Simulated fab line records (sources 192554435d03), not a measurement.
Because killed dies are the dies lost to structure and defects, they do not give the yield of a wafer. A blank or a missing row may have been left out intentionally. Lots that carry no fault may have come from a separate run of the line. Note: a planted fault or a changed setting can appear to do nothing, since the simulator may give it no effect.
Split-lot study | flow n5 finfet | route with 1938 steps; 7 lots, 21 wafers read

## ABOUT THE SPLIT
At N5_BEOL_M0_SAQP_COAT_105 (time 60 s, resist thk 100 nm), the setting spin rpm was moved away from the recipe's 1500 rpm on 7 of the 21 wafers read, by -7.7% to +9.6%. For the rest of the wafers, this setting stayed at what the recipe calls for.

The split's own step is where the reading is taken.

## THE READING
SOC_of_BEOL_M0_SAQP_COAT_105.thk nm (the simulator's own value, which no gauge read), in nm, at N5_BEOL_M0_SAQP_COAT_105 (time 60 s, resist thk 100 nm). The file gives no usual value for it. The 14 wafers here that ran the recipe average 99.8 nm, standard deviation 0.22 nm.

wafer  | tool, chamber at the split | spin rpm as run, rpm | against the recipe | SOC_of_BEOL_M0_SAQP_COAT_105.thk nm, nm | against lot-mates on the recipe
L074.1 | litho track-05, 0          | 1500                 | recipe             | 99.8                                    | -
L074.4 | litho track-05, 0          | 1500                 | recipe             | 99.6                                    | -
L074.5 | litho track-05, 0          | 1500                 | recipe             | 99.6                                    | -
L079.3 | litho track-05, 0          | 1422                 | -5.2%              | 102.6                                   | +3.0
L079.5 | litho track-05, 0          | 1422                 | -5.2%              | 102.6                                   | +3.0
L079.4 | litho track-05, 0          | 1500                 | recipe             | 99.6                                    | -
L080.1 | litho track-05, 0          | 1500                 | recipe             | 100.4                                   | -
L080.3 | litho track-05, 0          | 1500                 | recipe             | 99.8                                    | -
L080.5 | litho track-05, 0          | 1500                 | recipe             | 100                                     | -
L082.2 | litho track-01, 0          | 1412                 | -5.9%              | 102.8                                   | +3.0
L082.4 | litho track-01, 0          | 1500                 | recipe             | 100                                     | -
L082.6 | litho track-01, 0          | 1500                 | recipe             | 99.6                                    | -
L083.2 | litho track-05, 0          | 1644                 | +9.6%              | 95.6                                    | -4.2
L083.4 | litho track-05, 0          | 1500                 | recipe             | 99.8                                    | -
L083.6 | litho track-05, 0          | 1644                 | +9.6%              | 95.4                                    | -4.4
L088.2 | litho track-02, 0          | 1500                 | recipe             | 100                                     | -
L088.3 | litho track-02, 0          | 1500                 | recipe             | 99.8                                    | -
L088.4 | litho track-02, 0          | 1500                 | recipe             | 99.8                                    | -
L095.2 | litho track-05, 0          | 1500                 | recipe             | 100                                     | -
L095.3 | litho track-05, 0          | 1385                 | -7.7%              | 103.8                                   | +3.8
L095.6 | litho track-05, 0          | 1385                 | -7.7%              | 104.2                                   | +4.2

FIT RESULTS
A straight line over all 21 wafers: SOC_of_BEOL_M0_SAQP_COAT_105.thk nm changes by -0.492 nm for each +1% of spin rpm; r = -0.99; the points scatter about the line by 0.25 nm.
The same after taking each lot's own level away (the mean of its wafers on the recipe; 21 wafers): -0.49 nm for each +1%; r = -0.99; scatter 0.23 nm.
Per that fit: largest spin rpm move, reading shift of 4.7 nm.
From 99.60 to 100.07 nm: that is the span of the lots' own levels, equal to 2.2 times the standard deviation above.
The two slopes are in agreement: the lot-to-lot level therefore moves the slope only a little.
Check: with one of the wafers moved furthest among these (+9.6%) left out of the fit, the line predicts -4.78 nm for it against its lot-mates. Against them it came out at -4.2 nm.

## THESE WAFERS: OTHER SPLITS
Before the reading, these wafers also passed through other splits. Each is held against what the fit with the lots' levels taken away leaves over:
other split on the same wafers         | wafers away from the commonest value | r with SOC_of_BEOL_M0_SAQP_COAT_105.thk nm (lot level and that fit taken away)
N5_GATE_CUT_DESCUM_18 time s           | 11                                   | -0.35
N5_MOL_CONTACT_COAG_EXPOSE_05 dose mj  | 4                                    | -0.03
N5_MOL_CONTACT_COAG_ALD_131 ald cycles | 5                                    | -0.32
N5_BEOL_M0_SAQP_SPACER1_ALD_98 temp c  | 9                                    | -0.27

## FILE'S OWN FIT
SOC_of_BEOL_M0_SAQP_COAT_105.thk nm changes by -0.495 nm for each +1% of spin rpm, r = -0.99.
